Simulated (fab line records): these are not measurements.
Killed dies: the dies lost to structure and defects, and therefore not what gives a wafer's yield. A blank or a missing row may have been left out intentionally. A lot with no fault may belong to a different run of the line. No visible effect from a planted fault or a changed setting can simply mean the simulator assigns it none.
fab line records	flow nandHarc
record: lots: 6	wafers: 18	lastDay: 25
route steps=1159 shown P_M1@291 END@1159
lots with no fault: from the same line, run without faults
startH: start of the lot's first displayed wafer, in hours after the record's first day	waitH: hours since the lot's step before	" repeats the value in the row above	L1.1+2: a single row standing in for several wafers	- value missing, or start not given	* or withheld: withheld	< > ~ a bound
route shown NAME@n: names a module that has steps shown in the file, with the first one's number in the route	usual: mean/standard deviation taken from wafers without a fault	same: alike in all rows	chamber/n: place in a boat	sites: per-site readings	_std_site: standard deviation of those values	_edge_site: mean of outer sites minus mean of inner sites	radiusMm: how far each site lies from the wafer's centre	mask NAME#n: copy n	behind: tool/chamber where the wafer was last shaped	hold: why the lot was held/for how many hours/how that ended	device: transistor that didn't switch, given as n, p or np	end of line: the same wafers' tests at the end of the route	for a step that has no rows: nothing shown but its recipe	killed: dies that structure and defects cost at the first sort, which is not the same as the wafer's yield	map: per-die view of a wafer (x killed, . not killed, _ where there is no die)
set.NAME: setting as actually run; set.NAME@STEP: the setting as run at that earlier step	model.NAME: the simulator's own value behind a step, which no gauge read
lots at selected steps of the route; one table per step, one row per wafer
services: the hour from which a tool's chamber was out of use, counted from the record's first day as startH (under 0 if before that day), plus the number of hours and why
== steps ==
step: NHARC_P_M1_EBR_05
step: NHARC_P_M1_EXPOSE_06
recipe: na: 1.35	targetCdNm: 130	doseMj: 81.88	maskId: P_M1
step: NHARC_P_M1_PEB_07
recipe: pebTempC: 100	pebTimeS: 65
step: NHARC_P_M1_DEVELOP_08
recipe: developTimeS: 35	devTempC: 23
step: NHARC_P_M1_CD_MEAS_09
recipe: targetCdNm: 130	landingEnergyEv: 500
usual: cdNm: 130.0/0.63
lot.wafer	tool	chamber	startH	waitH	cdNm
L194.1	cdSem-02	0	163.39	-	130.6
L194.3	"	0	"	"	130.6
L194.6	"	0	"	"	130.6
L195.4	cdSem-02	0	168.20	-	129.9
L195.5	"	0	"	"	129.5
L195.6	"	0	"	"	129.2
L196.2	cdSem-02	0	173.78	-	129.5
L196.3	"	0	"	"	130.3
L196.5	"	0	"	"	130.2
L202.3	cdSem-03	0	219.32	-	130.0
L202.4	"	0	"	"	130.4
L202.6	"	0	"	"	130.0
L205.2	cdSem-03	0	230.12	-	130.4
L205.5	"	0	"	"	130.6
L205.6	"	0	"	"	130.0
L210.3	cdSem-02	0	266.49	-	130.3
L210.5	"	0	"	"	129.5
L210.6	"	0	"	"	130.3
step: NHARC_P_M1_OVL_MEAS_10
recipe: pitchNm: 260
usual: overlayXNm: -0.2/0.87	overlayYNm: 0.1/0.88
lot.wafer	tool	chamber	startH	waitH	overlayXNm	overlayYNm
L194.1	overlay-01	-	163.49	-	-1.8	0.4
L194.3	"	-	"	"	-1.6	-0.2
L194.6	"	-	"	"	-1.3	0.4
L195.4	overlay-01	-	168.29	-	-0.9	0.3
L195.5	"	-	"	"	-1.0	0.4
L195.6	"	-	"	"	-0.4	0.0
L196.2	overlay-01	-	173.87	-	-1.5	1.0
L196.3	"	-	"	"	-1.5	1.5
L196.5	"	-	"	"	-1.9	1.5
L202.3	overlay-01	-	219.40	-	1.0	1.6
L202.4	"	-	"	"	1.4	2.1
L202.6	"	-	"	"	1.6	1.8
L205.2	overlay-02	-	230.21	-	-0.6	0.2
L205.5	"	-	"	"	-1.2	-0.4
L205.6	"	-	"	"	-0.8	-0.1
L210.3	overlay-01	-	266.58	-	-1.3	-0.6
L210.5	"	-	"	"	-0.8	-0.5
L210.6	"	-	"	"	-0.3	-1.0
step: NHARC_P_M1_INSPECT_11
usual: rawDefectCount: 3.5/2
lot.wafer	tool	chamber	startH	waitH	rawDefectCount
L194.1	defectInspect-02	-	163.53	0.0	1
L194.3	"	-	"	"	4
L194.6	"	-	"	"	3
L195.4	defectInspect-02	-	168.32	0.0	1
L195.5	"	-	"	"	3
L195.6	"	-	"	"	9
L196.2	defectInspect-01	-	173.90	0.0	6
L196.3	"	-	"	"	4
L196.5	"	-	"	"	0
L202.3	defectInspect-02	-	219.44	0.0	7
L202.4	"	-	"	"	0
L202.6	"	-	"	"	2
L205.2	defectInspect-02	-	230.25	0.0	6
L205.5	"	-	"	"	2
L205.6	"	-	"	"	7
L210.3	defectInspect-02	-	266.62	0.0	2
L210.5	"	-	"	"	7
L210.6	"	-	"	"	6
step: NHARC_P_M1_DESCUM_14
recipe: timeS: 3	o2FlowSccm: 200	arFlowSccm: 0	biasPowerW: 0	chemistry: O2
usual: drypumpMotorCurrentA: 5.7/0.5	oesProductAu: 1.004/0.0085	rfVppV: 57.8/0.94	showerheadPlenumPTorr: 1.94/0.1	throttleValvePct: 11.310/0.0098
lot.wafer	tool	chamber	startH	waitH	drypumpMotorCurrentA	oesProductAu	rfHoursCounterH	rfVppV	showerheadPlenumPTorr	throttleValvePct
L194.1	rieDiel-07	3	163.60	0.1	6.3	1.004	6	58.0	1.79	11.312
L194.3	"	0	"	"	5.6	1.018	6	58.8	1.95	11.307
L194.6	"	3	"	"	6.3	1.002	-	56.4	1.79	11.296
L195.4	rieDiel-07	3	168.42	0.1	6.2	0.987	-	56.3	1.79	11.329
L195.5	"	0	"	"	5.6	1.007	-	57.8	1.95	11.309
L195.6	"	2	"	"	5.7	1.000	-	57.3	1.95	11.307
L196.2	rieDiel-12	2	173.98	0.1	5.8	0.995	10	59.8	2.07	11.319
L196.3	"	3	"	"	5.0	1.002	9	57.7	1.82	11.325
L196.5	"	1	"	"	6.3	0.996	-	59.4	2.05	11.308
L202.3	rieDiel-10	2	219.51	0.1	5.3	1.012	1	58.5	2.04	11.293
L202.4	"	3	"	"	5.9	1.005	1	59.0	1.94	11.294
L202.6	"	2	"	"	5.3	1.017	-	58.1	2.04	11.290
L205.2	rieDiel-10	0	230.33	0.1	5.2	1.006	1	56.8	1.81	11.317
L205.5	"	1	"	"	5.6	0.997	-	57.6	1.85	11.306
L205.6	"	2	"	"	5.3	1.004	-	58.7	2.04	11.308
L210.3	rieDiel-12	2	266.67	0.1	5.8	0.995	5	58.4	2.06	11.310
L210.6	"	2	"	"	5.8	0.992	-	58.0	2.06	11.290
L210.5	"	3	"	"	5.0	0.997	-	56.7	1.82	11.309
step: NHARC_P_M1_ETCH_35
recipe: targetDepthA: 400	overetchA: 120	timeS: 43.94	ionEnergyEv: 200	n2FlowSccm: 150	h2FlowSccm: 150	arFlowSccm: 0	rfW: 400	biasW: 150	chemistry: N2/H2
usual: drypumpMotorCurrentA: 5.7/0.49	oesProductAu: 1.003/0.0091	rfVppV: 431/3.2	runLengthS: 65.3/0.33	showerheadPlenumPTorr: 2.07/0.11	throttleValvePct: 14.170/0.0082
lot.wafer	tool	chamber	startH	waitH	drypumpMotorCurrentA	oesProductAu	rfHoursCounterH	rfVppV	runLengthS	showerheadPlenumPTorr	throttleValvePct
L194.3	rieDiel-07	2	163.70	0.1	5.8	1.006	6	432	65.7	2.08	14.175
L194.1	"	3	"	"	6.3	0.993	6	427	65.2	1.91	14.161
L194.6	"	2	"	"	5.8	1.002	-	431	65.9	2.08	14.178
L195.5	rieDiel-07	0	168.51	0.1	5.6	1.001	-	433	65.4	2.08	14.165
L195.6	"	2	"	"	5.7	0.993	-	432	65.9	2.08	14.181
L195.4	"	3	"	"	6.3	0.994	-	426	65.4	1.91	14.156
L196.3	rieDiel-12	3	174.05	0.1	5.0	0.990	9	427	65.2	1.94	14.166
L196.2	"	1	"	"	6.2	0.997	11	434	65.2	2.19	14.162
L196.5	"	3	"	"	5.0	0.993	-	427	65.2	1.94	14.153
L202.4	rieDiel-10	0	219.59	0.1	5.2	1.000	1	427	65.5	1.92	14.164
L202.3	"	1	"	"	5.6	0.991	1	427	65.2	1.97	14.175
L202.6	"	3	"	"	5.9	1.019	-	432	65.6	2.07	14.170
L205.2	rieDiel-10	1	230.40	0.1	5.5	0.999	1	430	65.1	1.96	14.185
L205.5	"	3	"	"	6.0	1.010	-	432	65.2	2.07	14.174
L205.6	"	0	"	"	5.2	1.011	-	426	65.1	1.92	14.156
L210.3	rieDiel-12	2	266.76	0.1	5.8	0.991	5	435	64.5	2.20	14.161
L210.6	"	2	"	"	5.8	1.000	-	435	64.6	2.21	14.167
L210.5	"	3	"	"	5.0	0.999	-	428	65.2	1.94	14.166
step: NHARC_P_M1_ETCH_15
recipe: targetDepthA: 1825	timeS: 91.2	c4f8FlowSccm: withheld	arFlowSccm: 400	rfW: 600	biasW: 300	chemistry: C4F8/Ar
usual: oesProductAu: 0.958/0.022	rfVppV: 442/3.3	runLengthS: 112.5/0.35
lot.wafer	tool	chamber	startH	waitH	oesProductAu	rfHoursCounterH	rfVppV	runLengthS
L194.1	rieDiel-07	3	-	-	0.957	6	438	112.2
L194.3	"	0	"	"	0.969	6	442	112.4
L194.6	"	0	"	"	0.960	-	442	112.5
L195.5	rieDiel-07	2	-	-	0.964	-	442	112.8
L195.4	"	3	"	"	0.966	-	438	112.2
L195.6	"	0	"	"	0.971	-	442	112.4
L196.3	rieDiel-12	2	-	-	0.921	10	446	111.7
L196.2	"	0	"	"	0.923	11	446	112.8
L196.5	"	2	"	"	0.926	-	445	112.1
L202.4	rieDiel-10	1	-	-	0.953	1	438	112.5
L202.3	"	3	"	"	0.985	1	442	113.0
L202.6	"	1	"	"	0.963	-	439	112.2
L205.2	rieDiel-10	2	-	-	0.971	1	444	112.5
L205.5	"	3	"	"	1.007	-	441	112.6
L205.6	"	0	"	"	0.978	-	438	112.6
L210.3	rieDiel-12	1	-	-	0.988	5	445	112.2
L210.5	"	3	"	"	0.958	-	438	112.4
L210.6	"	0	"	"	0.976	-	446	112.4
step: NHARC_P_M1_CD_MEAS_16
usual: cdNm: 129.8/0.86
lot.wafer	tool	chamber	startH	waitH	cdNm
L194.1	cdSem-02	-	163.93	-	130.4
L194.3	"	-	"	"	131.0
L194.6	"	-	"	"	130.1
L195.4	cdSem-01	-	168.74	-	129.8
L195.5	"	-	"	"	129.6
L195.6	"	-	"	"	129.2
L196.2	cdSem-03	-	174.28	-	128.8
L196.3	"	-	"	"	129.9
L196.5	"	-	"	"	129.9
L202.3	cdSem-03	-	219.81	-	130.1
L202.4	"	-	"	"	130.1
L202.6	"	-	"	"	129.6
L205.2	cdSem-01	-	230.61	-	130.7
L205.5	"	-	"	"	129.7
L205.6	"	-	"	"	129.3
L210.3	cdSem-01	-	266.99	-	129.2
L210.5	"	-	"	"	128.7
L210.6	"	-	"	"	130.1
step: NHARC_P_M1_STRIP_18
recipe: powerW: 1000	n2FlowSccm: 150	h2FlowSccm: 150	arFlowSccm: 0	biasW: 0	chemistry: N2/H2
usual: drypumpMotorCurrentA: 5.7/0.46	oesProductAu: 1.006/0.011	rfVppV: 90.8/0.96	showerheadPlenumPTorr: 2.06/0.1	throttleValvePct: 14.171/0.0086
lot.wafer	tool	chamber	startH	waitH	drypumpMotorCurrentA	oesProductAu	rfHoursCounterH	rfVppV	showerheadPlenumPTorr	throttleValvePct
L194.3	rieDiel-10	3	164.03	0.1	6.0	1.023	4	90.1	2.07	14.174
L194.1	"	0	"	"	5.2	1.002	4	87.5	1.92	14.186
L194.6	"	3	"	"	5.9	1.033	-	90.9	2.07	14.180
L195.4	rieDiel-10	3	168.86	0.1	5.9	1.036	4	90.1	2.07	14.167
L195.6	"	1	"	"	5.5	1.001	-	90.2	1.97	14.173
L195.5	"	2	"	"	5.3	1.014	-	89.7	2.18	14.162
L196.3	rieDiel-07	3	174.36	0.1	6.3	0.983	7	89.6	1.91	14.155
L196.2	"	2	"	"	5.8	0.996	7	91.8	2.08	14.176
L196.5	"	0	"	"	5.7	1.004	-	91.5	2.08	14.186
L202.4	rieDiel-07	0	219.87	0.1	5.6	1.006	10	90.9	2.08	14.194
L202.3	"	2	"	"	5.8	1.002	10	90.3	2.08	14.181
L202.6	"	1	"	"	4.9	1.008	-	91.8	2.07	14.168
L205.2	rieDiel-12	1	230.74	0.1	6.2	0.991	2	91.7	2.19	14.177
L205.5	"	3	"	"	5.0	0.997	-	90.0	1.94	14.167
L205.6	"	0	"	"	6.5	1.005	-	91.9	2.20	14.184
L210.3	rieDiel-10	0	267.08	0.1	5.2	1.004	2	90.7	1.92	14.185
L210.6	"	0	"	"	5.2	1.022	-	89.9	1.92	14.168
L210.5	"	1	"	"	5.5	1.002	-	88.9	1.96	14.167
step: NHARC_P_M1_ETCH_28
recipe: targetDepthA: 300	overEtchFrac: 0.3	timeS: 72.99	ionEnergyEv: 150	cf4FlowSccm: 50	n2FlowSccm: 100	arFlowSccm: 150	rfW: 300	biasW: 100	chemistry: CF4/N2
usual: drypumpMotorCurrentA: 5.6/0.45	oesProductAu: 1.005/0.0098	rfVppV: 314.6/2.3	runLengthS: 94.4/0.32	showerheadPlenumPTorr: 2.65/0.12	throttleValvePct: 19.794/0.009
lot.wafer	tool	chamber	startH	waitH	drypumpMotorCurrentA	oesProductAu	rfHoursCounterH	rfVppV	runLengthS	showerheadPlenumPTorr	throttleValvePct
L194.3	rieDiel-10	1	164.25	-	5.5	1.007	4	313.1	94.6	2.54	19.779
L194.1	"	0	"	"	5.2	1.018	4	311.5	77.4	2.49	19.806
L194.6	"	2	"	"	5.3	1.012	-	316.9	94.2	2.79	19.786
L195.4	rieDiel-10	0	169.06	-	5.2	1.005	4	311.2	77.4	2.49	19.788
L195.6	"	2	"	"	5.3	1.021	-	317.5	94.5	2.79	19.792
L195.5	"	3	"	"	6.0	1.020	-	315.3	94.3	2.66	19.791
L196.2	rieDiel-07	2	174.61	-	5.7	1.009	7	315.5	94.6	2.68	19.802
L196.3	"	3	"	"	6.2	0.996	8	309.6	94.4	2.47	19.784
L196.5	"	2	"	"	5.7	1.007	-	315.4	94.9	2.68	19.795
L202.4	rieDiel-07	1	220.11	-	4.9	1.008	9	314.9	94.6	2.66	19.791
L202.3	"	3	"	"	6.3	1.001	10	313.0	94.5	2.47	19.818
L202.6	"	2	"	"	5.7	1.005	-	316.7	94.8	2.68	19.812
L205.2	rieDiel-12	2	230.95	-	5.8	0.992	2	318.1	93.8	2.82	19.800
L205.6	"	3	"	"	5.0	0.989	-	311.6	94.7	2.51	19.794
L205.5	"	0	"	"	6.5	1.015	-	317.4	94.2	2.82	19.785
L210.3	rieDiel-10	1	267.33	-	5.5	0.993	2	312.8	93.8	2.54	19.790
L210.5	"	3	"	"	5.9	1.017	-	314.9	94.5	2.66	19.801
L210.6	"	0	"	"	5.2	1.007	-	313.0	94.2	2.49	19.784
step: NHARC_P_M1_STRIP_19
recipe: timeS: 600	tempC: 30	chemistry: postEtchResidueRemover
step: NHARC_END_SORT_01
recipe: tempC: 25
usual: defectLimitedYield: 95.3/1.7	killedAtArray: 28/11	killedAtOther: 0.5/0.85	killedAtPeriphery: 2.7/1.9	killedDies: 32/12	killedOpen: 3.3/1.6	killedShort: 2.1/1.5	sort_bin_2_pct: 1.5/0.71	sort_bin_3_pct: 0.25/0.23	sort_bin_4_pct: 3.0/1.1	sortNPass: 645/12	sortRimYieldPct: 95/3.1	sortYieldPct: 95.3/1.7
same: grossDies: 677	sort_bin_5_pct[%]: 0	sort_bin_6_pct[%]: 0	sort_bin_7_pct[%]: 0	sort_bin_8_pct[%]: 0	sortRimNGross: 106.00
lot.wafer	tool	chamber	startH	waitH	defectLimitedYield[%]	killedAtArray	killedAtOther	killedAtPeriphery	killedDies	killedOpen	killedShort	sort_bin_2_pct[%]	sort_bin_3_pct[%]	sort_bin_4_pct[%]	sortNPass	sortRimYieldPct[%]	sortYieldPct[%]
L194.1	prober-02	0	482.38	2.5	96.2	21	1	4	26	4	4	1.3	0.30	2.2	651	95	96.2
L194.3	prober-02	0	483.97	3.1	96.5	18	2	4	24	5	1	1.3	0.30	1.9	653	94	96.5
L194.6	prober-02	0	486.35	4.0	95.9	27	0	1	28	4	7	1.5	0.59	2.1	649	90	95.9
L196.2	prober-02	0	494.06	2.8	96.2	21	1	4	26	3	4	1.5	0.15	2.2	651	96	96.2
L196.3	prober-02	0	494.86	3.1	97.3	15	1	2	18	2	0	0.9	0.15	1.6	659	96	97.3
L196.5	prober-02	0	496.47	3.7	97.2	16	0	3	19	4	3	0.4	0	2.4	658	96	97.2
killed by level:class
L194.1 A_CHANNEL_HOLE_D1:chamberFilmFlake=13 P_CONTACT:geometricParticle:open=3 A_CONTACT:chamberFilmFlake=3 A_WL_FILL:geometricParticle:short=2 A_CHANNEL_FILL_D1:geometricParticle:short=1 A_CONTACT:geometricParticle:open=1 STARTING-WAFER:geometricParticle:short=1 P_M0:chamberFilmFlake=1
L194.3 A_CHANNEL_HOLE_D1:chamberFilmFlake=12 A_STAIRCASE:chamberFilmFlake=2 THIN_TSV:chamberFilmFlake=2 P_GATE:geometricParticle:open=1 P_CONTACT:geometricParticle:open=1 P_M1:geometricParticle:open=1 A_SGD_CUT:geometricParticle:short=1 A_WL_FILL:geometricParticle:open=1
L194.6 A_CHANNEL_HOLE_D1:chamberFilmFlake=11 A_WL_FILL:geometricParticle:short=5 A_CONTACT:chamberFilmFlake=4 A_CONTACT:geometricParticle:open=2 A_M1:geometricParticle:open=2 P_M2:geometricParticle:short=1 A_BLC:geometricParticle:short=1 A_STAIRCASE:chamberFilmFlake=1
L196.2 A_CONTACT:chamberFilmFlake=4 P_GATE:chamberFilmFlake=3 A_CHANNEL_HOLE_D1:chamberFilmFlake=3 A_STAIRCASE:chamberFilmFlake=3 A_SOURCE_PLATE:geometricParticle:short=2 A_WL_FILL:geometricParticle:short=2 A_WL_FILL:geometricParticle:open=2 A_WL_FILL:chamberFilmFlake=2
L196.3 A_BONDPAD:chamberFilmFlake=4 A_CHANNEL_HOLE_D1:chamberFilmFlake=3 A_CONTACT:chamberFilmFlake=3 A_M0:geometricParticle:open=2 P_GATE:chamberFilmFlake=2 A_CHANNEL_FILL_D1:chamberFilmFlake=1 A_SLIT:chamberFilmFlake=1 A_WL_FILL:chamberFilmFlake=1
L196.5 A_CONTACT:chamberFilmFlake=6 A_BONDPAD:chamberFilmFlake=3 P_CONTACT:geometricParticle:open=2 A_WL_FILL:geometricParticle:short=2 A_CHANNEL_HOLE_D1:chamberFilmFlake=2 P_GATE:geometricParticle:short=1 A_SOURCE_PLATE:geometricParticle:open=1 A_WL_FILL:geometricParticle:open=1
== services ==
tool	chamber	startH	hours	kind
rieDiel-12	3	154.76	3.9	repair
rieDiel-10	0	155.50	-	clean
rieDiel-10	1	155.50	-	clean
rieDiel-10	2	155.50	-	clean
rieDiel-10	3	155.50	-	clean
rieDiel-07	1	161.81	8.7	repair
rieDiel-10	-	176.50	9.0	pm
rieDiel-10	0	176.50	9.0	ventCycle
rieDiel-10	1	176.50	9.0	ventCycle
rieDiel-10	2	176.50	9.0	ventCycle
rieDiel-10	3	176.50	9.0	ventCycle
rieDiel-10	0	185.50	-	clean
rieDiel-10	1	185.50	-	clean
rieDiel-10	2	185.50	-	clean
rieDiel-10	3	185.50	-	clean
rieDiel-12	1	187.26	6.5	repair
rieDiel-10	2	194.80	4.1	repair
rieDiel-12	-	202.40	9.0	pm
rieDiel-10	0	210.00	-	clean
rieDiel-10	1	210.00	-	clean
rieDiel-10	2	210.00	-	clean
rieDiel-07	-	228.20	9.0	pm
rieDiel-12	3	250.03	4.5	repair
rieDiel-07	0	263.66	4.8	repair
== key ==
firstSign: step: NHARC_P_M1_ETCH_28	reading: runLengthS	direction: down	sigmas: 53	usual: *	struck: *
effect none on later readings
metAt NHARC_P_M1_ETCH_28
struckWafers L194.1,L195.4
fault: kind: processParameterDrift	tool: rieDiel-10	chamber: 0	onsetH: 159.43	steps: NHARC_P_M1_ETCH_28	channel: timeS	offset: *	shape: step	endH: 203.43	actsIn: *	stated: *
